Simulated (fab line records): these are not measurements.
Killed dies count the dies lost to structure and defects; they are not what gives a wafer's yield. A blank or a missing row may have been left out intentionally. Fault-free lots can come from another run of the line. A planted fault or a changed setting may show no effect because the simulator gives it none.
fab line records	flow nandHarc
record: lots: 5	wafers: 15	lastDay: 32
route steps=1302 shown A_BLC@1119 END@1302
lots that met no fault: from a run of the same line without faults
startH: the number of hours between the record's first day and the start of the first shown wafer of the lot	waitH: how many hours have passed since the lot's step before this one	" as in the row above	L1.1+2: several wafers, shown together as one row	- either no value or no given start	* or withheld: withheld	< > ~ a bound
route shown NAME@n: names a module that has steps shown in the file, with the first one's number in the route	usual: mean and standard deviation over wafers with no fault	same: alike in all rows	chamber/n: place in a boat	sites: readings site by site	_std_site: standard deviation of those values	_edge_site: inner sites' mean taken away from outer sites' mean	radiusMm: for every site, how far away it sits from the centre of the wafer	mask NAME#n: copy n	behind: the last tool/chamber to shape the wafer	hold: the reason the lot was held/the length of the hold in hours/how it ended	device: names the non-switching transistor (n, p or np)	end of line: tests of these same wafers at the route's end	step lacking rows: just its recipe	killed: at the first sort, the dies lost to defects and structure; wafer yield is something else	map: the dies of a wafer, with x for killed, . for not killed, _ for no die there
set.NAME: the setting as run; set.NAME@STEP: as run at that earlier step	model.NAME: the simulator's own value behind a step, which no gauge read
lots seen at some steps along the route; tables by step, rows by wafer
services: a tool's chamber out of use, with start hour (startH, from the record's first day; less than 0 if before it), hours out, and reason
== steps ==
step: NHARC_A_BLC_INSPECT_12
usual: rawDefectCount: 86/29
lot.wafer	tool	chamber	startH	waitH	rawDefectCount
L208.1	defectInspect-02	-	527.77	0.0	119
L208.2	"	-	"	"	116
L208.6	"	-	"	"	118
L220.2	defectInspect-02	-	653.21	0.0	93
L220.3	"	-	"	"	96
L220.5	"	-	"	"	95
L221.2	defectInspect-02	-	656.86	0.0	112
L221.5	"	-	"	"	103
L221.6	"	-	"	"	91
L230.3	defectInspect-02	-	718.89	0.0	59
L230.5	"	-	"	"	44
L230.6	"	-	"	"	46
L228.2	defectInspect-01	-	731.31	0.0	32
L228.3	"	-	"	"	26
L228.5	"	-	"	"	39
step: NHARC_A_BLC_DESCUM_15
recipe: timeS: 3	o2FlowSccm: 200	arFlowSccm: 0	biasPowerW: 0	chemistry: O2
step: NHARC_A_BLC_ETCH_16
recipe: targetDepthA: 390	overEtchFrac: 0.3	timeS: 65	ionEnergyEv: 80	cf4FlowSccm: 150	arFlowSccm: 0	rfW: 300	biasW: 100	chemistry: CF4
usual: drypumpMotorCurrentA: 6.0/0.42	oesProductAu: 1.000/0.012	rfVppV: 151.4/1.3	showerheadPlenumPTorr: 1.78/0.078	throttleValvePct: 13.284/0.009
same: overEtchFrac: 0.3
lot.wafer	tool	chamber	startH	waitH	drypumpMotorCurrentA	oesProductAu	rfHoursCounterH	rfVppV	showerheadPlenumPTorr	throttleValvePct
L208.2	rieDiel-07	3	527.93	0.1	6.1	0.984	5	150.2	1.80	13.287
L208.1	"	0	"	"	6.1	0.980	5	152.8	1.87	13.285
L208.6	"	3	"	"	6.1	0.983	-	151.8	1.80	13.284
L220.2	rieDiel-09	2	653.38	0.1	5.6	0.994	49	150.6	1.68	13.277
L220.3	"	3	"	"	4.9	1.013	51	150.5	1.75	13.297
L220.5	"	2	"	"	5.6	0.996	-	150.9	1.68	13.295
L221.2	rieDiel-04	3	657.02	0.1	5.9	1.014	8	151.5	1.88	13.286
L221.6	"	0	"	"	6.5	1.006	-	152.2	1.85	13.287
L221.5	"	1	"	"	5.2	1.014	-	151.2	1.75	13.283
L230.3	rieDiel-07	0	719.04	0.1	6.1	0.993	6	151.7	1.87	13.277
L230.6	"	3	"	"	6.1	0.972	-	150.8	1.79	13.273
L230.5	"	0	"	"	6.1	0.988	-	153.2	1.87	13.278
L228.3	rieDiel-07	3	731.47	0.1	6.1	0.980	7	152.2	1.79	13.276
L228.2	"	0	"	"	6.2	1.009	7	152.8	1.87	13.276
L228.5	"	2	"	"	5.7	0.999	-	149.9	1.65	13.295
step: NHARC_A_BLC_ETCH_17
recipe: targetDepthA: 3900	overEtchFrac: 0.25	timeS: 609.38	ionEnergyEv: 200	n2FlowSccm: 150	h2FlowSccm: 150	arFlowSccm: 0	rfW: 400	biasW: 150	chemistry: N2/H2
usual: drypumpMotorCurrentA: 6.0/0.42	oesProductAu: 1.001/0.012	rfVppV: 431.0/2.8	showerheadPlenumPTorr: 2.06/0.097	throttleValvePct: 14.171/0.0084
same: overEtchFrac: 0.25
lot.wafer	tool	chamber	startH	waitH	drypumpMotorCurrentA	oesProductAu	rfHoursCounterH	rfVppV	showerheadPlenumPTorr	throttleValvePct
L208.2	rieDiel-07	2	-	-	5.7	1.006	5	426.0	1.89	14.174
L208.1	"	0	"	"	6.1	0.979	5	435.4	2.17	14.175
L208.6	"	2	"	"	5.7	1.010	-	428.4	1.89	14.191
L220.2	rieDiel-09	2	-	-	5.6	0.991	49	427.3	1.93	14.166
L220.3	"	3	"	"	4.9	1.002	51	429.3	2.02	14.183
L220.5	"	1	"	"	5.5	1.006	-	426.6	1.91	14.176
L221.2	rieDiel-04	3	-	-	5.9	1.013	8	434.2	2.18	14.176
L221.5	"	2	"	"	6.5	1.007	-	428.4	1.98	14.180
L221.6	"	3	"	"	5.9	1.013	-	432.0	2.18	14.183
L230.3	rieDiel-07	3	-	-	6.1	0.974	6	430.8	2.07	14.165
L230.6	"	2	"	"	5.7	0.994	-	426.5	1.89	14.168
L230.5	"	3	"	"	6.1	0.968	-	431.1	2.07	14.167
L228.3	rieDiel-07	3	-	-	6.1	0.977	7	431.1	2.07	14.178
L228.2	"	2	"	"	5.7	1.000	7	426.9	1.88	14.166
L228.5	"	0	"	"	6.1	0.999	-	432.6	2.17	14.167
step: NHARC_A_BLC_ETCH_18
recipe: targetDepthA: 9100	c4f8FlowSccm: 20	o2FlowSccm: 10	arFlowSccm: withheld	rfW: 600	biasW: 1500	chemistry: C4F8/O2/Ar
step: NHARC_A_BLC_CD_MEAS_19
usual: cdNm: 100/3.4
lot.wafer	tool	chamber	startH	waitH	cdNm
L208.1	cdSem-03	-	528.80	-	97
L208.2	"	-	"	"	103
L208.6	"	-	"	"	103
L220.2	cdSem-01	-	654.43	-	101
L220.3	"	-	"	"	100
L220.5	"	-	"	"	99
L221.2	cdSem-01	-	657.88	-	94
L221.5	"	-	"	"	95
L221.6	"	-	"	"	93
L230.3	cdSem-01	-	719.92	-	103
L230.5	"	-	"	"	99
L230.6	"	-	"	"	105
L228.2	cdSem-01	-	732.34	-	109
L228.3	"	-	"	"	101
L228.5	"	-	"	"	105
step: NHARC_A_BLC_STRIP_29
recipe: cf4FlowSccm: 150	arFlowSccm: 0	biasW: 0	chemistry: CF4
usual: drypumpMotorCurrentA: 6.0/0.42	oesProductAu: 1.003/0.015	rfVppV: 59.3/0.97	showerheadPlenumPTorr: 1.77/0.078	throttleValvePct: 13.284/0.0086
lot.wafer	tool	chamber	startH	waitH	drypumpMotorCurrentA	oesProductAu	rfHoursCounterH	rfVppV	showerheadPlenumPTorr	throttleValvePct
L208.1	rieDiel-04	3	528.88	0.1	5.9	1.033	8	57.4	1.88	13.265
L208.2	"	1	"	"	5.2	1.019	8	59.6	1.75	13.291
L208.6	"	3	"	"	5.9	1.041	-	60.0	1.88	13.280
L220.3	rieDiel-09	3	654.53	0.1	4.9	1.009	51	58.5	1.75	13.292
L220.2	"	1	"	"	5.5	1.001	47	59.6	1.67	13.270
L220.5	"	3	"	"	4.8	1.005	-	58.4	1.75	13.278
L221.2	rieDiel-07	3	657.96	0.1	6.2	0.973	0	59.6	1.80	13.286
L221.6	"	3	"	"	6.2	0.967	-	58.4	1.80	13.289
L221.5	"	0	"	"	6.2	0.995	-	60.7	1.87	13.288
L230.3	rieDiel-07	0	720.01	0.1	6.1	1.012	7	59.3	1.87	13.294
L230.5	"	2	"	"	5.7	0.994	-	59.0	1.65	13.290
L230.6	"	3	"	"	6.1	0.978	-	59.6	1.79	13.283
L228.3	rieDiel-04	3	732.41	0.1	5.9	1.031	1	60.3	1.88	13.273
L228.2	"	2	"	"	6.5	1.013	1	58.3	1.72	13.285
L228.5	"	3	"	"	5.9	1.032	-	60.8	1.88	13.286
step: NHARC_A_BLC_STRIP_21
recipe: o2FlowSccm: 500	arFlowSccm: 0	biasW: 0	chemistry: O2
step: NHARC_A_BLC_STRIP_22
recipe: timeS: 600	tempC: 30	chemistry: postEtchResidueRemover
step: NHARC_A_BLC_DEGAS_30
recipe: tempC: 300	timeS: 60
usual: heaterPowerW: 474/53
lot.wafer	tool	chamber	startH	waitH	heaterPowerW
L208.1	pvdSputter-02	-	529.40	-	405
L208.2	"	-	"	"	460
L208.6	"	-	"	"	396
L220.3	pvdSputter-01	-	655.09	-	529
L220.2	"	-	"	"	472
L220.5	"	-	"	"	450
L221.2	pvdSputter-01	-	658.48	-	530
L221.5	"	-	"	"	512
L221.6	"	-	"	"	444
L230.3	pvdSputter-03	-	720.53	-	456
L230.5	"	-	"	"	581
L230.6	"	-	"	"	535
L228.2	pvdSputter-03	-	732.95	-	522
L228.3	"	-	"	"	413
L228.5	"	-	"	"	527
step: NHARC_A_BLC_PRE_CLEAN_31
recipe: timeS: 15	biasV: 250	gas: Ar
step: NHARC_A_BLC_PVD_32
recipe: targetThkA: 50	chamberPressurePa: 5	powerW: 5000	substrateTempC: 200	timeS: 17.7	material: Ti
usual: chamberPressurePa: 5.001/0.0093	throttleValvePct: 29.8/1.1
lot.wafer	tool	chamber	startH	waitH	chamberPressurePa	throttleValvePct
L208.2	pvdSputter-02	-	-	-	5.009	28.5
L208.1	"	-	"	"	4.997	28.5
L208.6	"	-	"	"	5.013	28.5
L220.2	pvdSputter-01	-	-	-	5.010	31.3
L220.3	"	-	"	"	5.010	30.3
L220.5	"	-	"	"	4.999	31.6
L221.2	pvdSputter-01	-	-	-	5.002	31.6
L221.5	"	-	"	"	4.997	30.3
L221.6	"	-	"	"	5.001	28.2
L230.3	pvdSputter-03	-	720.71	0.1	5.006	29.8
L230.6	"	-	"	"	4.991	31.1
L230.5	"	-	"	"	4.993	29.9
L228.2	pvdSputter-03	-	-	-	4.986	30.8
L228.3	"	-	"	"	4.999	30.2
L228.5	"	-	"	"	4.993	30.7
step: NHARC_A_BLC_ALD_23
recipe: targetThkA: 30	pulseTimeS: 1	aldCycles: 150	tempC: 450	material: TiN
usual: aldCycles: 150/0	heaterPowerW: 1084/140	precursorPulseHeightRel: 1.001/0.019
lot.wafer	tool	chamber	startH	waitH	aldCycles	heaterPowerW	precursorPulseHeightRel
L208.1	aldMetal-04	2	529.64	-	150	964	1.030
L208.2	"	1	"	"	150	943	1.009
L208.6	"	2	"	"	150	1037	0.992
L220.3	aldMetal-01	0	655.33	-	57	1328	0.998
L220.2	"	2	"	"	150	1003	0.987
L220.5	"	0	"	"	57	1365	1.004
L221.2	aldMetal-03	2	658.78	-	150	1104	0.998
L221.6	"	3	"	"	150	954	0.985
L221.5	"	0	"	"	150	1079	1.016
L230.3	aldMetal-01	2	720.84	0.1	150	968	1.002
L230.5	"	0	"	"	150	1319	1.027
L230.6	"	1	"	"	150	968	1.010
L228.2	aldMetal-03	0	733.22	-	150	1114	0.990
L228.3	"	2	"	"	150	1083	1.018
L228.5	"	3	"	"	150	1001	1.006
step: NHARC_A_BLC_CVD_24
recipe: targetThkA: 1500	tempC: 300	pressureTorr: 40	wf6FlowSccm: 40	h2FlowSccm: 1600	arFlowSccm: 1560	timeS: 434	material: W
step: NHARC_END_SORT_01
recipe: tempC: 25
usual: killedAtArray: 59/17	killedAtOther: 0.9/1.6	killedAtPeriphery: 3.7/2.3	killedDies: 64/17	killedOpen: 3.3/1.8	killedShort: 2.4/1.6
same: grossDies: 677
lot.wafer	tool	chamber	startH	waitH	hold	killedAtArray	killedAtOther	killedAtPeriphery	killedDies	killedOpen	killedShort
L208.1	prober-01	0	576.04	2.5	-	59	0	3	62	2	2
L208.2	prober-01	0	576.83	2.8	-	47	0	1	48	3	2
L208.6	prober-01	0	580.00	4.0	-	56	1	3	60	3	1
L220.2	prober-02	0	701.35	2.8	awaitDispo/3.4h/release	80	1	3	84	6	3
L220.3	prober-02	0	702.15	3.1	awaitDispo/3.4h/release	675	0	2	677	7	2
L220.5	prober-02	0	703.76	3.7	awaitDispo/3.4h/release	672	0	5	677	4	0
L221.2	prober-01	0	701.35	2.8	-	78	1	6	85	3	3
L221.5	prober-01	0	703.74	3.7	-	74	0	1	75	4	2
L221.6	prober-01	0	704.54	4.0	-	75	1	4	80	3	2
L230.3	prober-02	0	766.59	3.1	-	43	1	3	47	4	0
L230.5	prober-02	0	768.18	3.7	-	37	0	2	39	3	2
L230.6	prober-02	0	768.98	4.0	-	33	0	1	34	3	1
L228.2	prober-01	0	775.09	2.8	-	29	0	4	33	0	5
L228.3	prober-01	0	775.89	3.1	-	31	0	3	34	2	6
L228.5	prober-01	0	777.49	3.7	-	33	0	8	41	3	2
killed by level:class
L208.1 A_CHANNEL_HOLE_D1:chamberFilmFlake=28 A_CHANNEL_HOLE_D2:chamberFilmFlake=21 A_CONTACT:chamberFilmFlake=3 P_STI:chamberFilmFlake=2 A_WL_FILL:chamberFilmFlake=2 A_M1:chamberFilmFlake=2 P_M0:geometricParticle:open=1 A_CHANNEL_HOLE_D1:geometricParticle:short=1
L208.2 A_CHANNEL_HOLE_D1:chamberFilmFlake=19 A_CHANNEL_HOLE_D2:chamberFilmFlake=18 A_WL_FILL:chamberFilmFlake=3 A_WL_FILL:geometricParticle:open=2 A_CHANNEL_FILL_D1:geometricParticle:short=1 A_WL_FILL:geometricParticle:short=1 A_BLC:geometricParticle:open=1 P_ZERO_WELL:chamberFilmFlake=1
L208.6 A_CHANNEL_HOLE_D1:chamberFilmFlake=27 A_CHANNEL_HOLE_D2:chamberFilmFlake=17 A_CONTACT:chamberFilmFlake=6 P_GATE:geometricParticle:open=1 P_CONTACT:geometricParticle:open=1 A_CHANNEL_FILL_D1:geometricParticle:short=1 A_WL_FILL:geometricParticle:open=1 P_ZERO_WELL:chamberFilmFlake=1
L220.2 A_SLIT:chamberFilmFlake=30 A_CHANNEL_HOLE_D2:chamberFilmFlake=15 A_CHANNEL_HOLE_D1:chamberFilmFlake=9 A_CONTACT:chamberFilmFlake=9 A_DECK1_JOINT:chamberFilmFlake=4 A_BLC:geometricParticle:open=3 A_WL_FILL:geometricParticle:short=2 P_GATE:chamberFilmFlake=2
L221.2 A_CHANNEL_HOLE_D1:chamberFilmFlake=27 A_CHANNEL_HOLE_D2:chamberFilmFlake=20 A_CONTACT:chamberFilmFlake=11 A_SLIT:chamberFilmFlake=6 A_DECK1_JOINT:chamberFilmFlake=4 A_CHANNEL_FILL_D1:chamberFilmFlake=2 A_CHANNEL_FILL_D2:chamberFilmFlake=2 A_BLC:chamberFilmFlake=2
L220.3 A_BLC:areaAld=615 A_SLIT:chamberFilmFlake=33 A_CHANNEL_HOLE_D2:chamberFilmFlake=8 A_CHANNEL_HOLE_D1:chamberFilmFlake=5 A_CHANNEL_HOLE_D1:geometricParticle:open=2 A_M0:geometricParticle:open=2 A_STAIRCASE:chamberFilmFlake=2 A_CONTACT:chamberFilmFlake=2
L221.5 A_CHANNEL_HOLE_D2:chamberFilmFlake=23 A_CHANNEL_HOLE_D1:chamberFilmFlake=21 A_CONTACT:chamberFilmFlake=14 A_SLIT:chamberFilmFlake=3 A_DECK1_JOINT:chamberFilmFlake=3 A_M1:geometricParticle:open=2 A_CHANNEL_FILL_D1:chamberFilmFlake=2 A_ONON_D2:geometricParticle:open=1
L220.5 A_BLC:areaAld=597 A_SLIT:chamberFilmFlake=35 A_CHANNEL_HOLE_D2:chamberFilmFlake=18 A_CONTACT:chamberFilmFlake=9 A_CHANNEL_HOLE_D1:chamberFilmFlake=4 A_STAIRCASE:chamberFilmFlake=3 P_M2:chamberFilmFlake=2 A_BLC:chamberFilmFlake=2
L221.6 A_CHANNEL_HOLE_D1:chamberFilmFlake=28 A_CHANNEL_HOLE_D2:chamberFilmFlake=17 A_CONTACT:chamberFilmFlake=13 A_SLIT:chamberFilmFlake=3 A_BLC:chamberFilmFlake=3 A_DECK1_JOINT:chamberFilmFlake=2 A_WL_FILL:chamberFilmFlake=2 P_CONTACT:geometricParticle:open=1
L230.3 A_CHANNEL_HOLE_D2:chamberFilmFlake=27 A_SLIT:chamberFilmFlake=10 P_CONTACT:geometricParticle:open=1 A_ONON_D2:geometricParticle:open=1 A_SGD_CUT:geometricParticle:open=1 A_BLC:geometricParticle:open=1 P_ZERO_WELL:chamberFilmFlake=1 P_STI:chamberFilmFlake=1
L230.5 A_CHANNEL_HOLE_D2:chamberFilmFlake=23 A_SLIT:chamberFilmFlake=7 P_STI:chamberFilmFlake=2 A_ONON_D1:geometricParticle:open=1 A_CHANNEL_FILL_D1:geometricParticle:short=1 A_WL_FILL:geometricParticle:short=1 A_CONTACT:geometricParticle:open=1 A_BLC:geometricParticle:open=1
L230.6 A_CHANNEL_HOLE_D2:chamberFilmFlake=22 A_SLIT:chamberFilmFlake=6 P_M0:geometricParticle:open=1 A_CHANNEL_HOLE_D1:geometricParticle:open=1 A_CHANNEL_FILL_D2:geometricParticle:short=1 A_CHANNEL_FILL_D2:geometricParticle:open=1 A_STAIRCASE:chamberFilmFlake=1 A_WL_FILL:chamberFilmFlake=1
L228.2 A_CHANNEL_HOLE_D1:chamberFilmFlake=13 A_SLIT:chamberFilmFlake=6 A_CHANNEL_FILL_D2:geometricParticle:short=2 P_GATE:chamberFilmFlake=2 P_M1:chamberFilmFlake=2 A_CHANNEL_FILL_D1:geometricParticle:short=1 A_ONON_D2:geometricParticle:short=1 A_BLC:geometricParticle:short=1
L228.3 A_CHANNEL_HOLE_D1:chamberFilmFlake=12 A_SLIT:chamberFilmFlake=5 A_STAIRCASE:chamberFilmFlake=3 A_ONON_D1:geometricParticle:short=2 A_WL_FILL:geometricParticle:short=2 P_M1:chamberFilmFlake=2 A_CHANNEL_HOLE_D2:chamberFilmFlake=2 A_ONON_D2:geometricParticle:open=1
L228.5 A_SLIT:chamberFilmFlake=15 A_CHANNEL_HOLE_D1:chamberFilmFlake=10 P_M1:chamberFilmFlake=5 A_STAIRCASE:chamberFilmFlake=2 P_M2:geometricParticle:short=1 A_WL_FILL:geometricParticle:short=1 A_CONTACT:geometricParticle:open=1 A_BLC:geometricParticle:open=1
map L220.3 (x killed, . not)
____________x____________
_________xxxxxxx_________
_______xxxxxxxxxxx_______
______xxxxxxxxxxxxx______
_____xxxxxxxxxxxxxxx_____
____xxxxxxxxxxxxxxxxx____
____xxxxxxxxxxxxxxxxx____
___xxxxxxxxxxxxxxxxxxx___
___xxxxxxxxxxxxxxxxxxx___
__xxxxxxxxxxxxxxxxxxxxx__
__xxxxxxxxxxxxxxxxxxxxx__
_xxxxxxxxxxxxxxxxxxxxxxx_
_xxxxxxxxxxxxxxxxxxxxxxx_
_xxxxxxxxxxxxxxxxxxxxxxx_
_xxxxxxxxxxxxxxxxxxxxxxx_
_xxxxxxxxxxxxxxxxxxxxxxx_
xxxxxxxxxxxxxxxxxxxxxxxxx
xxxxxxxxxxxxxxxxxxxxxxxxx
xxxxxxxxxxxxxxxxxxxxxxxxx
xxxxxxxxxxxxxxxxxxxxxxxxx
xxxxxxxxxxxxxxxxxxxxxxxxx
_xxxxxxxxxxxxxxxxxxxxxxx_
_xxxxxxxxxxxxxxxxxxxxxxx_
_xxxxxxxxxxxxxxxxxxxxxxx_
_xxxxxxxxxxxxxxxxxxxxxxx_
_xxxxxxxxxxxxxxxxxxxxxxx_
__xxxxxxxxxxxxxxxxxxxxx__
__xxxxxxxxxxxxxxxxxxxxx__
___xxxxxxxxxxxxxxxxxxx___
___xxxxxxxxxxxxxxxxxxx___
____xxxxxxxxxxxxxxxxx____
____xxxxxxxxxxxxxxxxx____
_____xxxxxxxxxxxxxxx_____
______xxxxxxxxxxxxx______
_______xxxxxxxxxxx_______
_________xxxxxxx_________
____________x____________
map L230.3 (x killed, . not)
____________.____________
_________......._________
_______..........._______
______.............______
_____..............._____
____........x........____
____.x...............____
___.................x.___
___........x.......xx.___
__.........x.x....xx.x.__
__.........x.x.....x...__
_....x.....xxxx......x.x_
_..........xxxx.x......x_
_.......x..xxx.x.....x.._
_.........xxxxx........._
_...........x.x........._
...........x.............
.........................
............x............
..........x..............
.........................
_.....................x._
_......................._
_......................._
_......................._
_x......................_
__.....................__
__..................x..__
___.........x.........___
___...................___
____.................____
____.................____
_____..............._____
______.............______
_______..........._______
_________......._________
____________.____________
== services ==
tool	chamber	startH	hours	kind
aldMetal-01	-	511.56	0.4	repair
aldMetal-01	-	526.00	10.0	pm
pvdSputter-03	-	526.04	10.0	pm
rieDiel-04	-	531.91	9.0	pm
pvdSputter-02	-	558.72	4.1	repair
pvdSputter-03	-	569.74	2.8	repair
pvdSputter-01	-	580.09	11.7	repair
rieDiel-04	1	589.22	7.0	repair
pvdSputter-01	-	591.83	10.0	pm
rieDiel-04	0	608.27	10.2	repair
rieDiel-09	3	625.28	1.3	repair
rieDiel-09	1	628.15	7.3	repair
rieDiel-07	3	635.06	9.8	repair
rieDiel-04	2	643.02	8.9	repair
pvdSputter-01	-	643.25	2.5	repair
rieDiel-07	-	648.24	9.0	pm
rieDiel-09	0	648.30	13.2	repair
rieDiel-09	2	671.09	3.9	repair
rieDiel-09	-	676.72	9.0	pm
pvdSputter-01	-	701.79	1.4	repair
rieDiel-09	0	703.28	4.1	repair
pvdSputter-03	-	704.04	10.0	pm
rieDiel-04	-	708.91	9.0	pm
pvdSputter-03	-	721.76	3.4	repair
== key ==
firstSign: step: NHARC_A_BLC_ALD_23	reading: aldCycles	direction: down	sigmas: 99+	usual: 150	struck: 57
effect: step: NHARC_END_SORT_01	reading: killedAtArray	direction: up	sigmas: 37	usual: 59	struck: 674
moreKillsBornAt: NHARC_A_BLC_ALD_23@aldMetal-01: 1212
metAt NHARC_A_BLC_ALD_23
struckWafers L220.3,L220.5
laterRowsLeftOut L220.3,L220.5
testerLeftOut L220
fault: kind: processParameterDrift	tool: aldMetal-01	chamber: 0	onsetH: 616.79	steps: NHARC_A_BLC_ALD_23	channel: aldCycles	offset: -93	shape: step	endH: 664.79	actsIn: theseRecipesOnly	stated: 150
testerLeftOut: of these lots the tester's yield and bins aren't shown, on N5 and GAA mostly nor the transistor test; their killed dies are dies lost to structure and defects alone, not to doping, threshold or leakage, so they don't give the yield
laterRowsLeftOut: the simulator's readings of these wafers behind a module that went badly wrong aren't trusted and aren't shown, but for the sort
